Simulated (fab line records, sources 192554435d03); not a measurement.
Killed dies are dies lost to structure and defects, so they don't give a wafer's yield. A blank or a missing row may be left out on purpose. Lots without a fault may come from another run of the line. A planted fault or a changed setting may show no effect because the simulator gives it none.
Split-lot experiment | flow n5_finfet | 7 lots, 21 wafers read, on a route of 1938 steps

THE SPLIT
At N5_BEOL_M5_COAT_71 (time 60 s, resist thk 5 nm), the setting spin_rpm was moved away from the recipe's 1500 rpm on 7 of the 21 wafers read, by -10.1% to +6.4%. The other wafers ran this setting at the recipe's value.

FROM THE SPLIT TO THE READING: what the file shows between them, 3 steps
- N5_BEOL_M5_COAT_05: resist thk 30 nm
- N5_BEOL_M5_EBR_07
- N5_BEOL_M5_DESCUM_16: chemistry O2, time 7 s

THE READING
etch.depth_nm (the simulator's own value, which no gauge read), in nm, at N5_BEOL_M5_ETCH_72 (etches underlayer in N2/H2, target depth 6.5 nm, time 5.2 s). The file gives no usual value for it. The 14 wafers here that ran the recipe average 4.997 nm, standard deviation 0.01 nm.

wafer  | tool, chamber at the split | spin_rpm as run, rpm | against the recipe | etch.depth_nm, nm | against lot-mates on the recipe
L080.1 | litho_track-02, 0          | 1348                 | -10.1%             | 5.262             | +0.281
L080.2 | litho_track-02, 0          | 1500                 | recipe             | 4.981             | -
L080.3 | litho_track-02, 0          | 1348                 | -10.1%             | 5.261             | +0.280
L081.2 | litho_track-01, 0          | 1594                 | +6.3%              | 4.862             | -0.134
L081.5 | litho_track-01, 0          | 1594                 | +6.3%              | 4.862             | -0.134
L081.6 | litho_track-01, 0          | 1500                 | recipe             | 4.996             | -
L083.4 | litho_track-05, 0          | 1500                 | recipe             | 4.992             | -
L083.5 | litho_track-05, 0          | 1500                 | recipe             | 4.994             | -
L083.6 | litho_track-05, 0          | 1500                 | recipe             | 4.999             | -
L084.1 | litho_track-02, 0          | 1500                 | recipe             | 5.018             | -
L084.4 | litho_track-02, 0          | 1348                 | -10.1%             | 5.294             | +0.280
L084.6 | litho_track-02, 0          | 1500                 | recipe             | 5.01              | -
L086.1 | litho_track-05, 0          | 1500                 | recipe             | 4.993             | -
L086.3 | litho_track-05, 0          | 1500                 | recipe             | 4.985             | -
L086.5 | litho_track-05, 0          | 1596                 | +6.4%              | 4.835             | -0.154
L093.2 | litho_track-05, 0          | 1500                 | recipe             | 4.985             | -
L093.3 | litho_track-05, 0          | 1392                 | -7.2%              | 5.165             | +0.178
L093.5 | litho_track-05, 0          | 1500                 | recipe             | 4.989             | -
L095.3 | litho_track-01, 0          | 1500                 | recipe             | 5.005             | -
L095.4 | litho_track-01, 0          | 1500                 | recipe             | 4.997             | -
L095.6 | litho_track-01, 0          | 1500                 | recipe             | 5.01              | -

THE FIT
A straight line over all 21 wafers: etch.depth_nm changes by -0.0255 nm for each +1% of spin_rpm; r = -0.99; the points scatter about the line by 0.015 nm.
The same after taking each lot's own level away (the mean of its wafers on the recipe; 21 wafers): -0.0258 nm for each +1%; r = -1.00; scatter 0.011 nm.
On that fit, the largest move of spin_rpm shifts the reading by 0.26 nm.
The lots' own levels span 4.9810 to 5.0140 nm, that is 3.2 times the standard deviation above.
So the lot-to-lot level changes the slope little: the two slopes agree.
Check: with one of the wafers moved furthest among these (-10.1%) left out of the fit, the line predicts +0.263 nm for it against its lot-mates. It came out at +0.281 nm against them.

OTHER SPLITS ON THESE WAFERS
These wafers also went through other splits before the reading. Each is held against what the fit with the lots' levels taken away leaves over:
other split on the same wafers    | wafers away from the commonest value | r with etch.depth_nm (lot level and that fit taken away)
N5_BEOL_M3_VIA_ETCH_34 time_s     | 7                                    | +0.27
N5_BEOL_M3_ETCH_41 target_depth_a | 7                                    | +0.00
N5_BEOL_M4_COAT_67 spin_rpm       | 4                                    | -0.12
N5_BEOL_M4_COAT_68 spin_rpm       | 7                                    | +0.22
N5_BEOL_M5_PECVD_70 temp_c        | 6                                    | -0.08

THE FILE'S OWN FIT
etch.depth_nm changes by -0.026 nm for each +1% of spin_rpm, r = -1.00.
